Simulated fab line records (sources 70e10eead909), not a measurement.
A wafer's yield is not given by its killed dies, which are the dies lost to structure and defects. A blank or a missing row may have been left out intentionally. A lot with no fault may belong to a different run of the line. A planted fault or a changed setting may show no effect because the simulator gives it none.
The tool behind it: which one? :: flow nand_harc :: Sampling: 14 lots, 42 wafers, 5 of 1302 route steps

## WHAT THE GAUGES SHOWED, per wafer
NHARC_P_M2_CD_MEAS_09: target cd 170 nm. Usual: 170.0 nm for cd_nm, sd 0.88.
lot: L391
measured: day 6 06:05
on: cd_sem-02
cd_nm (nm): 171.0 170.6 172.0
flag: 

lot: L392
measured: day 6 18:54
on: cd_sem-01
cd_nm (nm): 170.5 170.1 169.4
flag: 

lot: L394
measured: day 7 12:59
on: cd_sem-03
cd_nm (nm): 169.2 169.4 170.2
flag: 

lot: L395
measured: day 8 01:57
on: cd_sem-01
cd_nm (nm): 170.1 168.7 169.6
flag: 

lot: L396
measured: day 8 11:32
on: cd_sem-01
cd_nm (nm): 170.2 168.4 170.6
flag: 

lot: L398
measured: day 9 09:11
on: cd_sem-03
cd_nm (nm): 168.2 170.0 169.7
flag: 

lot: L405
measured: day 12 15:29
on: cd_sem-03
cd_nm (nm): 170.9 169.0 170.6
flag: 

lot: L404
measured: day 12 16:03
on: cd_sem-02
cd_nm (nm): 170.0 168.4 170.6
flag: 

lot: L407
measured: day 13 02:12
on: cd_sem-02
cd_nm (nm): 170.4 169.6 170.4
flag: 

lot: L408
measured: day 13 11:03
on: cd_sem-03
cd_nm (nm): 170.0 171.9 171.1
flag: 

lot: L409
measured: day 14 01:57
on: cd_sem-03
cd_nm (nm): 170.8 171.5 170.4
flag: 

lot: L410
measured: day 14 14:12
on: cd_sem-03
cd_nm (nm): 170.3 168.3 168.5
flag: 

lot: L412
measured: day 15 02:57
on: cd_sem-01
cd_nm (nm): 170.3 169.9 169.3
flag: 

lot: L414
measured: day 16 03:53
on: cd_sem-01
cd_nm (nm): 169.6 170.0 169.3
flag: 

NHARC_P_M2_INSPECT_27. Usual: 302 for raw_defect_count, sd 110.
lot: L391
measured: day 6 08:56
on: defect_inspect-01
raw_defect_count: 419 289 223
flag: 

lot: L392
measured: day 6 21:41
on: defect_inspect-02
raw_defect_count: 205 219 252
flag: 

lot: L394
measured: day 7 15:44
on: defect_inspect-01
raw_defect_count: 321 498 319
flag: 

lot: L395
measured: day 8 04:44
on: defect_inspect-01
raw_defect_count: 4655 4534 4726
flag: OFF

lot: L396
measured: day 8 14:25
on: defect_inspect-02
raw_defect_count: 4579 4607 4551
flag: OFF

lot: L398
measured: day 9 12:10
on: defect_inspect-01
raw_defect_count: 436 471 285
flag: 

lot: L405
measured: day 12 18:47
on: defect_inspect-01
raw_defect_count: 236 159 314
flag: 

lot: L404
measured: day 12 18:50
on: defect_inspect-02
raw_defect_count: 317 603 463
flag: 

lot: L407
measured: day 13 05:04
on: defect_inspect-02
raw_defect_count: 292 331 253
flag: 

lot: L408
measured: day 13 13:50
on: defect_inspect-02
raw_defect_count: 511 360 313
flag: 

lot: L409
measured: day 14 05:12
on: defect_inspect-01
raw_defect_count: 256 243 246
flag: 

lot: L410
measured: day 14 16:58
on: defect_inspect-01
raw_defect_count: 173 262 211
flag: 

lot: L412
measured: day 15 05:46
on: defect_inspect-02
raw_defect_count: 433 216 366
flag: 

lot: L414
measured: day 16 06:38
on: defect_inspect-02
raw_defect_count: 387 363 176
flag: 

## WHICH TOOL RAN EACH LOT (tool, then ch and the chambers of the sampled wafers, then the start)
lot: L391
NHARC_P_M2_ETCH_35: rie_diel-05 ch 0,3, day 6 06:22
NHARC_P_M2_PVD_20: pvd_sputter-02, day 6 08:26 or earlier
NHARC_P_M2_CMP_23: cmp-03 ch 0,2, day 6 08:26

lot: L392
NHARC_P_M2_ETCH_35: rie_diel-03 ch 1,2, day 6 19:10
NHARC_P_M2_PVD_20: pvd_sputter-02, day 6 21:16 or earlier
NHARC_P_M2_CMP_23: cmp-04 ch 1,2,3, day 6 21:16

lot: L394
NHARC_P_M2_ETCH_35: rie_diel-03 ch 0,2,3, day 7 13:16
NHARC_P_M2_PVD_20: pvd_sputter-01, day 7 15:16 or earlier
NHARC_P_M2_CMP_23: cmp-03 ch 0,2,3, day 7 15:16

lot: L395
NHARC_P_M2_ETCH_35: rie_diel-05 ch 1,2,3, day 8 02:13
NHARC_P_M2_PVD_20: pvd_sputter-02, day 8 04:16 or earlier
NHARC_P_M2_CMP_23: cmp-03 ch 0,2, day 8 04:16

lot: L396
NHARC_P_M2_ETCH_35: rie_diel-10 ch 0,1,3, day 8 11:49
NHARC_P_M2_PVD_20: pvd_sputter-01, day 8 13:56 or earlier
NHARC_P_M2_CMP_23: cmp-03 ch 0,2,3, day 8 13:56

lot: L398
NHARC_P_M2_ETCH_35: rie_diel-05 ch 1,2,3, day 9 09:28
NHARC_P_M2_PVD_20: pvd_sputter-03, day 9 11:41 or earlier
NHARC_P_M2_CMP_23: cmp-02 ch 1,2,3, day 9 11:41

lot: L405
NHARC_P_M2_ETCH_35: rie_diel-05 ch 0,1,3, day 12 15:46
NHARC_P_M2_PVD_20: pvd_sputter-02, day 12 18:19 or earlier
NHARC_P_M2_CMP_23: cmp-04 ch 0,2,3, day 12 18:19

lot: L404
NHARC_P_M2_ETCH_35: rie_diel-05 ch 0,1,2, day 12 16:19
NHARC_P_M2_PVD_20: pvd_sputter-03, day 12 18:22 or earlier
NHARC_P_M2_CMP_23: cmp-03 ch 1,2,3, day 12 18:22

lot: L407
NHARC_P_M2_ETCH_35: rie_diel-03 ch 1,3, day 13 02:29
NHARC_P_M2_PVD_20: pvd_sputter-01, day 13 04:39 or earlier
NHARC_P_M2_CMP_23: cmp-04 ch 0,1,2, day 13 04:39

lot: L408
NHARC_P_M2_ETCH_35: rie_diel-05 ch 0,1,3, day 13 11:20
NHARC_P_M2_PVD_20: pvd_sputter-02, day 13 13:22 or earlier
NHARC_P_M2_CMP_23: cmp-03 ch 1,2, day 13 13:22

lot: L409
NHARC_P_M2_ETCH_35: rie_diel-03 ch 2,3, day 14 02:13
NHARC_P_M2_PVD_20: pvd_sputter-02, day 14 04:44 or earlier
NHARC_P_M2_CMP_23: cmp-02 ch 0,1,3, day 14 04:44

lot: L410
NHARC_P_M2_ETCH_35: rie_diel-03 ch 0,1,2, day 14 14:28
NHARC_P_M2_PVD_20: pvd_sputter-02, day 14 16:29 or earlier
NHARC_P_M2_CMP_23: cmp-02 ch 0,1,3, day 14 16:29

lot: L412
NHARC_P_M2_ETCH_35: rie_diel-10 ch 0,1,2, day 15 03:13
NHARC_P_M2_PVD_20: pvd_sputter-03, day 15 05:18 or earlier
NHARC_P_M2_CMP_23: cmp-04 ch 1,2,3, day 15 05:18

lot: L414
NHARC_P_M2_ETCH_35: rie_diel-03 ch 1,2, day 16 04:08
NHARC_P_M2_PVD_20: pvd_sputter-02, day 16 06:10 or earlier
NHARC_P_M2_CMP_23: cmp-03 ch 1,3, day 16 06:10
- NHARC_P_M2_ETCH_35: etches the open film in N2/H2, target depth 40 nm, overetch 12 nm, time 43.94 s.
- NHARC_P_M2_PVD_20: deposits TaN, target thk 5 nm, time 8.06 s.
- NHARC_P_M2_CMP_23: polishes, t overpolish 20 s, target thk 144.3 nm.

## WHAT THE TOOLS THEMSELVES READ (means of the sampled wafers that have a number; where no wafer has one, the mark that the record gives instead)
NHARC_P_M2_ETCH_35. Usual: drypump_motor_current_A 5.7 A, standard deviation 0.39; oes_product_au 0.997 a.u., standard deviation 0.014; rf_vpp_V 431.0 V, standard deviation 2.5; showerhead_plenum_p_Torr 2.06 Torr, standard deviation 0.089; throttle_valve_pct 14.171 %, standard deviation 0.0088.
lot: L391
tool: rie_diel-05
drypump_motor_current_A (A): 6.0
oes_product_au (a.u.): 0.998
rf_vpp_V (V): 429.2
showerhead_plenum_p_Torr (Torr): 1.98
throttle_valve_pct (%): 14.179
flag: 

lot: L392
tool: rie_diel-03
drypump_motor_current_A (A): 5.7
oes_product_au (a.u.): 0.998
rf_vpp_V (V): 429.8
showerhead_plenum_p_Torr (Torr): 2.00
throttle_valve_pct (%): 14.176
flag: 

lot: L394
tool: rie_diel-03
drypump_motor_current_A (A): 5.5
oes_product_au (a.u.): 0.994
rf_vpp_V (V): 430.6
showerhead_plenum_p_Torr (Torr): 2.05
throttle_valve_pct (%): 14.169
flag: 

lot: L395
tool: rie_diel-05
drypump_motor_current_A (A): 6.1
oes_product_au (a.u.): 0.994
rf_vpp_V (V): 430.8
showerhead_plenum_p_Torr (Torr): 2.06
throttle_valve_pct (%): 14.172
flag: 

lot: L396
tool: rie_diel-10
drypump_motor_current_A (A): 5.9
oes_product_au (a.u.): 1.005
rf_vpp_V (V): 434.1
showerhead_plenum_p_Torr (Torr): 2.14
throttle_valve_pct (%): 14.164
flag: 

lot: L398
tool: rie_diel-05
drypump_motor_current_A (A): 6.1
oes_product_au (a.u.): 0.997
rf_vpp_V (V): 430.7
showerhead_plenum_p_Torr (Torr): 2.06
throttle_valve_pct (%): 14.166
flag: 

lot: L405
tool: rie_diel-05
drypump_motor_current_A (A): 6.0
oes_product_au (a.u.): 0.990
rf_vpp_V (V): 429.1
showerhead_plenum_p_Torr (Torr): 1.99
throttle_valve_pct (%): 14.175
flag: 

lot: L404
tool: rie_diel-05
drypump_motor_current_A (A): 5.8
oes_product_au (a.u.): 0.990
rf_vpp_V (V): 430.6
showerhead_plenum_p_Torr (Torr): 2.03
throttle_valve_pct (%): 14.178
flag: 

lot: L407
tool: rie_diel-03
drypump_motor_current_A (A): 5.5
oes_product_au (a.u.): 0.984
rf_vpp_V (V): 429.9
showerhead_plenum_p_Torr (Torr): 1.99
throttle_valve_pct (%): 14.166
flag: 

lot: L408
tool: rie_diel-05
drypump_motor_current_A (A): 6.0
oes_product_au (a.u.): 0.994
rf_vpp_V (V): 430.0
showerhead_plenum_p_Torr (Torr): 1.99
throttle_valve_pct (%): 14.167
flag: 

lot: L409
tool: rie_diel-03
drypump_motor_current_A (A): 5.5
oes_product_au (a.u.): 0.991
rf_vpp_V (V): 428.7
showerhead_plenum_p_Torr (Torr): 1.98
throttle_valve_pct (%): 14.164
flag: 

lot: L410
tool: rie_diel-03
drypump_motor_current_A (A): 5.6
oes_product_au (a.u.): 0.999
rf_vpp_V (V): 431.3
showerhead_plenum_p_Torr (Torr): 2.06
throttle_valve_pct (%): 14.171
flag: 

lot: L412
tool: rie_diel-10
drypump_motor_current_A (A): 5.9
oes_product_au (a.u.): 1.006
rf_vpp_V (V): 434.6
showerhead_plenum_p_Torr (Torr): 2.17
throttle_valve_pct (%): 14.165
flag: 

lot: L414
tool: rie_diel-03
drypump_motor_current_A (A): 5.7
oes_product_au (a.u.): 0.989
rf_vpp_V (V): 429.7
showerhead_plenum_p_Torr (Torr): 1.99
throttle_valve_pct (%): 14.171
flag: 

NHARC_P_M2_PVD_20. Usual: 29.6 % for throttle_valve_pct, sd 0.78.
lot: L391
tool: pvd_sputter-02
throttle_valve_pct (%): 30.2
flag: 

lot: L392
tool: pvd_sputter-02
throttle_valve_pct (%): 29.3
flag: 

lot: L394
tool: pvd_sputter-01
throttle_valve_pct (%): 28.8
flag: 

lot: L395
tool: pvd_sputter-02
throttle_valve_pct (%): 29.3
flag: 

lot: L396
tool: pvd_sputter-01
throttle_valve_pct (%): 29.9
flag: 

lot: L398
tool: pvd_sputter-03
throttle_valve_pct (%): 30.0
flag: 

lot: L405
tool: pvd_sputter-02
throttle_valve_pct (%): 28.9
flag: 

lot: L404
tool: pvd_sputter-03
throttle_valve_pct (%): 29.9
flag: 

lot: L407
tool: pvd_sputter-01
throttle_valve_pct (%): 29.3
flag: 

lot: L408
tool: pvd_sputter-02
throttle_valve_pct (%): 30.2
flag: 

lot: L409
tool: pvd_sputter-02
throttle_valve_pct (%): 29.2
flag: 

lot: L410
tool: pvd_sputter-02
throttle_valve_pct (%): 29.9
flag: 

lot: L412
tool: pvd_sputter-03
throttle_valve_pct (%): 29.8
flag: 

lot: L414
tool: pvd_sputter-02
throttle_valve_pct (%): 29.9
flag: 

NHARC_P_M2_CMP_23. Usual: motor_current_A 12.3 A, standard deviation 1.7; retaining_ring_pressure_frac 1.000, standard deviation 0.0043; time_to_endpoint_s 27.9 s, standard deviation 2.8.
lot: L391
tool: cmp-03
motor_current_A (A): 12.4
retaining_ring_pressure_frac: 0.997
time_to_endpoint_s (s): 25.3
flag: 

lot: L392
tool: cmp-04
motor_current_A (A): 11.7
retaining_ring_pressure_frac: 1.001
time_to_endpoint_s (s): 26.7
flag: 

lot: L394
tool: cmp-03
motor_current_A (A): 11.8
retaining_ring_pressure_frac: 1.000
time_to_endpoint_s (s): 27.7
flag: 

lot: L395
tool: cmp-03
motor_current_A (A): 12.8
retaining_ring_pressure_frac: 0.999
time_to_endpoint_s (s): 37.6
flag: OFF

lot: L396
tool: cmp-03
motor_current_A (A): 12.2
retaining_ring_pressure_frac: 0.996
time_to_endpoint_s (s): 37.1
flag: OFF

lot: L398
tool: cmp-02
motor_current_A (A): 11.7
retaining_ring_pressure_frac: 1.000
time_to_endpoint_s (s): 29.2
flag: 

lot: L405
tool: cmp-04
motor_current_A (A): 12.1
retaining_ring_pressure_frac: 0.998
time_to_endpoint_s (s): 30.6
flag: 

lot: L404
tool: cmp-03
motor_current_A (A): 13.1
retaining_ring_pressure_frac: 0.998
time_to_endpoint_s (s): 27.0
flag: 

lot: L407
tool: cmp-04
motor_current_A (A): 13.3
retaining_ring_pressure_frac: 1.004
time_to_endpoint_s (s): 28.8
flag: 

lot: L408
tool: cmp-03
motor_current_A (A): 13.0
retaining_ring_pressure_frac: 0.998
time_to_endpoint_s (s): 28.4
flag: 

lot: L409
tool: cmp-02
motor_current_A (A): 11.4
retaining_ring_pressure_frac: 0.999
time_to_endpoint_s (s): 28.4
flag: 

lot: L410
tool: cmp-02
motor_current_A (A): 11.2
retaining_ring_pressure_frac: 1.002
time_to_endpoint_s (s): 28.9
flag: 

lot: L412
tool: cmp-04
motor_current_A (A): 12.2
retaining_ring_pressure_frac: 1.001
time_to_endpoint_s (s): 23.1
flag: 

lot: L414
tool: cmp-03
motor_current_A (A): 14.3
retaining_ring_pressure_frac: 0.999
time_to_endpoint_s (s): 27.6
flag: 

## THE ANSWER, worked out from the rows above alone
Rule: lot off if the mean of its wafers having a number is beyond 3 standard deviations from the usual mean. Also off: a lot with no number at a reading for which 4 or more lots have one. Where the step has rows for the other lots, those lots are counted as sound. Order of review: gauges by route order, followed by the tools' own readings, for which a lot's mean as printed above is used. The first step at which some lot is off is used, and at that step the reading that is off furthest; a lot without a number counts as furthest.
Off: L395, L396, at NHARC_P_M2_INSPECT_27 (raw_defect_count).
If a tool, at a process step before that reading, ran all the lots that are off and no sound lot after the first of them, it fits. Not tried: the gauges at NHARC_P_M2_INSPECT_27; whatever is off there is also off at NHARC_P_M2_CMP_23, on other tools, and gauge error can't account for it. NHARC_P_M2_PVD_20: start missing for some lots; hours and lot order therefore follow NHARC_P_M2_CMP_23. Not one of the candidates tried fits.

## WHAT THE SIMULATOR HAD INSERTED
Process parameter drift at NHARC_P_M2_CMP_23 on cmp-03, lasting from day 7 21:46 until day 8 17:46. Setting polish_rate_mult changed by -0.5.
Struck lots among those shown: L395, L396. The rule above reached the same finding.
